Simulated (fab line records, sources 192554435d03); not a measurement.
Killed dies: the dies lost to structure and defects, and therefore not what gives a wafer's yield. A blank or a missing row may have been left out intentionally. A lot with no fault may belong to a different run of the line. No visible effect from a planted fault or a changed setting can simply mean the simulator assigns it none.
fab line records	flow n5_finfet
record lots=5	wafers=15	last_day=15
route steps=1938 shown BEOL_M15@1821 PASS1_DEP@1831 MIM_BOT@1832 MIM_TOP@1834
lots that met no fault: from a run of the same line without faults
start_h: hours from the record's first day to the start of the lot's first wafer shown	wait_h: hours since the lot's step before	" identical to the entry in the row above	L1.1+2: several wafers, shown together as one row	- no value, or no start given	* or withheld: withheld	< > ~ a bound
route shown NAME@n: NAME is a module with steps in the file, n the number in the route of the first one	usual: mean/standard deviation of fault-free wafers	same: alike in all rows	chamber/n: place in a boat	sites: per-site readings	_std_site: standard deviation across them	_edge_site: inner sites' mean taken away from outer sites' mean	radius_mm: how far each site lies from the wafer's centre	mask NAME#n: copy n	behind: the last tool/chamber to shape the wafer	hold: the reason the lot was held/the length of the hold in hours/how it ended	device: transistor that didn't switch, given as n, p or np	end of line: tests run on the same wafers once the route is complete	for a step that has no rows: nothing shown but its recipe	killed: the dies lost at the first sort to structure and to defects; this is not the yield of the wafer	map: a wafer's dies, marking killed ones x, the rest . and places with no die _
set.NAME: the setting that was run; set.NAME@STEP: the one run at that earlier step	model.NAME: the simulator's own value behind a step, which no gauge read
lots at selected steps of the route; one table per step, one row per wafer
services: from which hour (start_h, from the record's first day; less than 0 if before it) a tool's chamber was out of use, for how many hours, and why
## steps
# step N5_BEOL_M15_SPUTTER_45
# recipe material=Cu	target_thk_a=1000	temp_c=-20	bias_v=60	power_w=26000	chamber_pressure_pa=0.13	time_s=16.67
# step N5_BEOL_M15_ECD_47
# recipe material=Cu	target_thk_a=18600
# step N5_BEOL_M15_ANNEAL_48
# recipe temp_c=225	time_s=90	ambient=N2
# step N5_BEOL_M15_CMP_49
# recipe stop_on=SiO2	t_overpolish_s=4.9	down_force_psi=2	platen_rpm=80	clearing_platen_down_force_psi=2	clearing_platen_rpm=80	post_cmp_clean=cu_alkaline	target_thk_nm=850	clearing_platen_pad_velocity_m_s=1.5917	pad_velocity_m_s=1.5917
# usual barrier_field_endpoint_s=11.16/0.27	clearing_platen_rpm=79.99/0.044	motor_current_A=7.6/0.72	overpolish_run_s=4.899/0.0093
lot.wafer	tool	chamber	start_h	wait_h	barrier_field_endpoint_s	clearing_platen_rpm	motor_current_A	overpolish_run_s
L770.3	cmp-03	1	264.13	0.2	11.44	79.95	7.2	4.917
L770.1	"	2	"	"	11.53	79.97	8.3	4.880
L770.4	"	3	"	"	11.22	79.89	7.3	4.913
L772.1	cmp-03	2	271.86	0.3	11.32	79.96	8.5	4.890
L772.4	"	3	"	"	11.37	80.03	7.5	4.905
L772.2	"	1	"	"	10.85	79.99	7.3	4.888
L778.1	cmp-03	2	303.71	0.3	11.32	79.92	8.6	4.897
L778.4	"	3	"	"	11.27	79.98	7.3	4.891
L778.5	"	3	"	"	11.40	79.93	7.6	4.902
L779.3	cmp-02	2	310.22	0.3	11.08	79.99	7.3	4.903
L779.6	"	3	"	"	11.13	80.00	8.5	4.899
L779.5	"	0	"	"	10.93	80.02	7.7	4.891
L785.1	cmp-03	1	336.93	0.3	10.68	80.00	6.9	4.887
L785.3	"	0	"	"	10.79	79.99	7.1	4.900
L785.5	"	2	"	"	10.86	80.04	8.4	4.891
# step N5_BEOL_M15_THK_MEAS_50
# recipe thk_meas_gauge=xrf	reads=Cu_of_BEOL_M15_ECD_47
# usual M15_THK=860/15
lot.wafer	tool	chamber	start_h	wait_h	M15_THK[nm]
L770.1	film_metro-01	-	264.38	-	877
L770.3	"	-	"	"	849
L770.4	"	-	"	"	879
L772.1	film_metro-01	-	272.15	-	877
L772.2	"	-	"	"	873
L772.4	"	-	"	"	854
L778.1	film_metro-01	-	304.00	-	840
L778.4	"	-	"	"	854
L778.5	"	-	"	"	835
L779.3	film_metro-02	-	310.40	-	876
L779.5	"	-	"	"	894
L779.6	"	-	"	"	870
L785.1	film_metro-01	-	337.23	-	879
L785.3	"	-	"	"	862
L785.5	"	-	"	"	866
# step N5_BEOL_M15_PRE_CLEAN_52
# recipe gas=NH3	time_s=15	temp_c=withheld	rf_power_w=300
# step N5_BEOL_M15_DEP_53
# recipe material=SiCN	target_thk_a=500	temp_c=withheld	precursor=3MS/NH3	pressure_torr=3	rf_w=675	time_s=17.8
# usual showerhead_plenum_p_Torr=4.145/0.02	throttle_valve_pct=18.4/1.3
lot.wafer	tool	chamber	start_h	wait_h	showerhead_plenum_p_Torr	throttle_valve_pct
L770.1	pecvd-04	1	264.45	0.0	4.172	20.6
L770.3	"	2	"	"	4.152	16.6
L770.4	"	2	"	"	4.159	16.9
L772.1	pecvd-04	1	272.22	0.0	4.164	20.8
L772.2	"	2	"	"	4.138	16.6
L772.4	"	1	"	"	4.175	20.6
L778.1	pecvd-02	0	304.08	0.0	4.133	18.3
L778.4	"	0	"	"	4.137	18.3
L778.5	"	2	"	"	4.156	16.7
L779.3	pecvd-04	1	310.46	0.0	4.163	21.0
L779.5	"	0	"	"	4.109	18.6
L779.6	"	1	"	"	4.176	20.9
L785.1	pecvd-02	2	337.30	0.0	4.153	16.7
L785.3	"	0	"	"	4.131	18.2
L785.5	"	0	"	"	4.120	18.2
# step N5_BEOL_M15_RS_MEAS_54
# recipe thk_meas_gauge=four-point-probe	reads=Cu_of_BEOL_M15_ECD_47+Ta_of_BEOL_M15_SPUTTER_44+TaN_of_BEOL_M15_SPUTTER_43
# usual M15_RS=0.0216/0.00036
lot.wafer	tool	chamber	start_h	wait_h	M15_RS[ohm/sq]
L770.1	film_metro-02	-	264.51	0.0	0.0215
L770.3	"	-	"	"	0.0221
L770.4	"	-	"	"	0.0214
L772.1	film_metro-01	-	272.28	0.0	0.0212
L772.2	"	-	"	"	0.0211
L772.4	"	-	"	"	0.0218
L778.1	film_metro-02	-	304.16	0.1	0.0221
L778.4	"	-	"	"	0.0217
L778.5	"	-	"	"	0.0223
L779.3	film_metro-02	-	310.54	0.1	0.0212
L779.5	"	-	"	"	0.0210
L779.6	"	-	"	"	0.0214
L785.1	film_metro-02	-	337.37	0.0	0.0213
L785.3	"	-	"	"	0.0219
L785.5	"	-	"	"	0.0217
# step N5_BEOL_M15_INSPECT_55
# recipe inspect_instrument=darkfield	mode=post_dep
# usual raw_defect_count=64/22
lot.wafer	tool	chamber	start_h	wait_h	raw_defect_count
L770.1	defect_inspect-02	-	264.54	0.0	66
L770.3	"	-	"	"	53
L770.4	"	-	"	"	77
L772.1	defect_inspect-01	-	272.31	0.0	75
L772.2	"	-	"	"	87
L772.4	"	-	"	"	68
L778.1	defect_inspect-01	-	304.19	0.0	55
L778.4	"	-	"	"	64
L778.5	"	-	"	"	47
L779.3	defect_inspect-01	-	310.56	0.0	64
L779.5	"	-	"	"	40
L779.6	"	-	"	"	87
L785.1	defect_inspect-02	-	337.39	0.0	55
L785.3	"	-	"	"	63
L785.5	"	-	"	"	62
# step N5_BEOL_M15_RC_MEAS_101
# usual COMB_M10=1.5e-11/3e-12	COMB_M11=1.5e-11/2.8e-12	COMB_M12=6.2e-12/1.4e-12	COMB_M13=4.7e-12/1.1e-12	COMB_M14=3.2e-12/7.4e-13	COMB_M15=2.4e-12/6.3e-13	COMB_M5=3.6e-11/7.6e-12	COMB_M6=2.5e-11/5e-12	COMB_M7=2.5e-11/5.4e-12	COMB_M8=2.5e-11/5.3e-12	COMB_M9=1.44e-11/2.8e-12	SERP_M10=3.05/0.11	SERP_M11=3.08/0.082	SERP_M12=0.621/0.017	SERP_M13=0.309/0.0048	SERP_M14=0.158/0.0059	SERP_M5=38.4/1.6	SERP_M6=13.8/0.65	SERP_M7=13.6/0.56	SERP_M8=14.0/0.61	SERP_M9=3.10/0.087
lot.wafer	tool	chamber	start_h	wait_h	COMB_M10[S/m]	COMB_M11[S/m]	COMB_M12[S/m]	COMB_M13[S/m]	COMB_M14[S/m]	COMB_M15[S/m]	COMB_M5[S/m]	COMB_M6[S/m]	COMB_M7[S/m]	COMB_M8[S/m]	COMB_M9[S/m]	SERP_M10[ohm/um]	SERP_M11[ohm/um]	SERP_M12[ohm/um]	SERP_M13[ohm/um]	SERP_M14[ohm/um]	SERP_M5[ohm/um]	SERP_M6[ohm/um]	SERP_M7[ohm/um]	SERP_M8[ohm/um]	SERP_M9[ohm/um]
L770.1	prober-01	0	264.56	0.0	1.4e-11	1.45e-11	5.8e-12	4.1e-12	3.7e-12	2.7e-12	3.3e-11	2.4e-11	2.3e-11	3.3e-11	1.41e-11	3.11	3.06	0.642	0.314	0.159	40.4	13.7	13.8	14.2	3.16
L770.3	"	0	"	"	1.2e-11	1.18e-11	5.4e-12	5.2e-12	3.5e-12	2.5e-12	3e-11	3.3e-11	2.8e-11	2.4e-11	1.43e-11	2.89	3.09	0.639	0.310	0.149	35.8	13.9	13.7	12.9	3.07
L770.4	"	0	"	"	1.7e-11	1.52e-11	6e-12	4.4e-12	2.6e-12	2.8e-12	4e-11	3.7e-11	3.2e-11	1.8e-11	1.41e-11	3.08	3.08	0.627	0.306	0.162	36.9	13.4	14.1	13.3	3.16
L772.1	prober-02	0	272.33	0.0	1.6e-11	1.3e-11	4.8e-12	4.7e-12	2.6e-12	2.1e-12	3.9e-11	2.1e-11	3.1e-11	2.2e-11	1.37e-11	3.07	2.98	0.640	0.317	0.163	38.2	12.8	13.5	13.5	3.13
L772.2	"	0	"	"	1.3e-11	2.01e-11	5.5e-12	5.9e-12	4.5e-12	2.9e-12	3.2e-11	2.2e-11	2.5e-11	2.9e-11	1.03e-11	3.06	3.13	0.634	0.308	0.153	37.9	13.4	13.7	13.1	3.03
L772.4	"	0	"	"	1.4e-11	1.97e-11	4.8e-12	3.6e-12	3.4e-12	3.1e-12	4.3e-11	2.1e-11	2.1e-11	1.6e-11	1.1e-11	3.22	3.03	0.630	0.314	0.164	35.4	12.8	13.2	13.3	3.27
L778.1	prober-01	0	304.21	0.0	1.6e-11	1.22e-11	4.2e-12	5.5e-12	3e-12	2.1e-12	4.4e-11	2.9e-11	2.2e-11	2.6e-11	1.08e-11	2.88	3.03	0.623	0.310	0.168	36.8	13.4	13.9	13.8	3.20
L778.4	"	0	"	"	2.3e-11	1.35e-11	6.8e-12	6e-12	3.1e-12	3.5e-12	4.3e-11	2.2e-11	2.1e-11	2.6e-11	1.23e-11	3.02	2.96	0.658	0.312	0.165	36.6	13.1	13.1	13.2	3.13
L778.5	"	0	"	"	1.8e-11	1.33e-11	5e-12	7.3e-12	4e-12	2.4e-12	3.3e-11	2.3e-11	2.4e-11	3e-11	1.52e-11	3.12	2.92	0.615	0.309	0.153	38.0	13.5	12.9	13.6	3.19
L779.3	prober-02	0	312.17	1.6	1.2e-11	1.15e-11	7.7e-12	4e-12	3.7e-12	2.4e-12	2.8e-11	1.7e-11	2e-11	2.3e-11	1.39e-11	3.01	2.89	0.598	0.316	0.157	36.6	12.9	13.6	14.1	3.11
L779.5	"	0	"	"	2.1e-11	1.22e-11	4.6e-12	5.3e-12	2.7e-12	2e-12	2.7e-11	2.8e-11	2.5e-11	2.2e-11	1.39e-11	2.91	3.15	0.619	0.318	0.157	38.5	13.1	12.7	12.9	3.10
L779.6	"	0	"	"	2.2e-11	1.35e-11	7.9e-12	3.9e-12	2.6e-12	1.3e-12	3.4e-11	1.7e-11	2.3e-11	2.9e-11	1.17e-11	3.08	3.04	0.586	0.302	0.163	37.0	13.1	13.4	14.1	2.95
L785.1	prober-02	0	337.42	0.0	1.2e-11	1.21e-11	7.7e-12	3.3e-12	3.6e-12	1.5e-12	2.7e-11	3e-11	2.1e-11	2e-11	1.36e-11	2.97	3.11	0.637	0.309	0.151	36.6	14.3	13.8	14.1	3.00
L785.3	"	0	"	"	1.5e-11	1.38e-11	6.8e-12	4.3e-12	3.5e-12	2.6e-12	2.9e-11	2.5e-11	2.1e-11	2.4e-11	1.13e-11	3.13	3.00	0.614	0.314	0.159	38.8	14.6	13.7	14.5	3.02
L785.5	"	0	"	"	1.4e-11	1.56e-11	4.3e-12	2.9e-12	3.6e-12	2e-12	2.1e-11	3.5e-11	2.6e-11	2.1e-11	1.17e-11	2.87	3.09	0.622	0.308	0.161	39.8	14.1	13.4	14.7	2.98
# step N5_PASSIVATION_PECVD_00
# recipe material=SiO2	target_thk_a=2000	temp_c=400	precursor=SiH4/N2O	pressure_torr=2.7	rf_w=608	time_s=11.2
# usual heater_power_w=671/110	showerhead_plenum_p_Torr=8.12/0.062	throttle_valve_pct=52/3.2
lot.wafer	tool	chamber	start_h	wait_h	heater_power_w	showerhead_plenum_p_Torr	throttle_valve_pct
L770.1	pecvd-01	2	265.53	0.8	590	8.17	47
L770.3	"	1	"	"	645	8.07	57
L770.4	"	0	"	"	771	8.17	52
L772.1	pecvd-01	2	273.31	0.8	572	8.17	47
L772.2	"	0	"	"	842	8.15	52
L772.4	"	0	"	"	842	8.16	52
L778.1	pecvd-02	2	305.18	0.8	507	8.16	47
L778.4	"	1	"	"	690	8.23	54
L778.5	"	2	"	"	535	8.16	47
L779.3	pecvd-02	0	312.82	0.5	721	8.04	52
L779.5	"	0	"	"	720	8.01	52
L779.6	"	1	"	"	756	8.29	54
L785.1	pecvd-01	0	338.38	0.8	819	8.17	52
L785.3	"	2	"	"	574	8.16	47
L785.5	"	2	"	"	571	8.16	47
# step N5_MIM_BOT_DEGAS_01
# recipe ambient=vacuum	temp_c=300	time_s=60
# usual heater_power_w=466/35
lot.wafer	tool	chamber	start_h	wait_h	heater_power_w
L770.1	pvd_sputter-01	-	266.74	1.2	452
L770.3	"	-	"	"	494
L770.4	"	-	"	"	509
L772.1	pvd_sputter-03	-	273.36	0.0	471
L772.2	"	-	"	"	485
L772.4	"	-	"	"	505
L778.1	pvd_sputter-01	-	305.98	0.8	409
L778.4	"	-	"	"	502
L778.5	"	-	"	"	493
L779.3	pvd_sputter-02	-	312.89	0.1	415
L779.5	"	-	"	"	417
L779.6	"	-	"	"	437
L785.1	pvd_sputter-01	-	338.98	0.6	417
L785.3	"	-	"	"	490
L785.5	"	-	"	"	494
# step N5_MIM_BOT_SPUTTER_00
# recipe material=TiN	target_thk_a=350	temp_c=200	power_w=3000	chamber_pressure_pa=0.49996	gas=Ar	reactive_partial_pa=0.37997	time_s=89.7
# usual throttle_valve_pct=29.5/1.2
lot.wafer	tool	chamber	start_h	wait_h	throttle_valve_pct	model.TiN_of_MIM_BOT_SPUTTER_00.thk_nm
L770.1	pvd_sputter-01	-	266.78	0.0	27.8	34.8
L770.3	"	-	"	"	30.5	34.6
L770.4	"	-	"	"	29.5	34.8
L772.1	pvd_sputter-03	-	273.40	0.0	32.0	35.2
L772.2	"	-	"	"	29.8	34.4
L772.4	"	-	"	"	28.7	34.6
L778.1	pvd_sputter-01	-	306.02	0.0	28.9	33.6
L778.4	"	-	"	"	29.5	34.8
L778.5	"	-	"	"	29.6	34.8
L779.3	pvd_sputter-02	-	312.93	0.0	31.1	35
L779.5	"	-	"	"	31.0	35.2
L779.6	"	-	"	"	28.8	34.4
L785.1	pvd_sputter-01	-	339.02	0.0	28.8	34.8
L785.3	"	-	"	"	30.3	34.6
L785.5	"	-	"	"	30.5	49
# step N5_MIM_TOP_ALD_00
# recipe material=Al2O3	target_thk_a=*	temp_c=withheld	ald_precursor_family=TMA	ald_co_reactant=O3	pulse_time_s=withheld	purge_time_s=3	co_reactant_purge_time_s=withheld	co_reactant_pulse_time_s=3	ald_cycles=withheld
# usual precursor_pulse_height_rel=0.996/0.02
lot.wafer	tool	chamber	start_h	wait_h	precursor_pulse_height_rel
L770.1	ald_hk-01	3	266.88	0.1	0.991
L770.3	"	1	"	"	0.965
L770.4	"	0	"	"	1.018
L772.1	ald_hk-03	3	273.50	0.1	0.978
L772.2	"	1	"	"	1.034
L772.4	"	2	"	"	0.985
L778.1	ald_hk-03	2	306.13	0.1	1.008
L778.4	"	3	"	"	1.004
L778.5	"	1	"	"	0.985
L779.3	ald_hk-03	1	313.03	0.1	1.005
L779.5	"	3	"	"	0.969
L779.6	"	2	"	"	1.016
L785.1	ald_hk-03	1	339.12	0.1	0.958
L785.3	"	0	"	"	1.026
## services
tool	chamber	start_h	hours	kind
ald_hk-03	-	245.31	1.7	repair
cmp-03	-	247.22	0.9	repair
pecvd-02	-	250.62	2.8	pm
pecvd-04	0	251.52	12.3	repair
pecvd-01	0	267.75	5.5	scheduled_down
pvd_sputter-02	-	284.61	5.1	repair
pecvd-02	-	290.31	6.1	repair
pecvd-02	1	298.53	6.5	repair
pecvd-01	-	306.51	1.0	repair
pecvd-02	2	308.48	2.1	scheduled_down
pecvd-01	2	322.01	2.1	scheduled_down
pecvd-04	-	323.14	1.8	repair
pecvd-02	0	331.56	2.1	scheduled_down
## key
first_sign none at tools or gauges
model_effect step=N5_MIM_BOT_SPUTTER_00	value=TiN_of_MIM_BOT_SPUTTER_00.thk_nm	without=34.8	struck=49
met_at N5_MIM_BOT_SPUTTER_00
struck_wafers L785.5
later_rows_left_out L785.5
sort_left_out L785.5
onset_between 306.02 339.02
fault kind=process_parameter_drift	tool=pvd_sputter-01	chamber=-	onset_h=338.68	steps=N5_MIM_BOT_SPUTTER_00	channel=time_s	offset=*	shape=step	end_h=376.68	scope=struck_wafers_only	acts_in=*	stated=*
# sort_left_out: the simulated sort isn't trusted on such a fault, so these wafers' sort isn't shown, and their yield isn't known
# later_rows_left_out: the simulator's readings of these wafers behind a module that went badly wrong aren't trusted and aren't shown, but for the sort
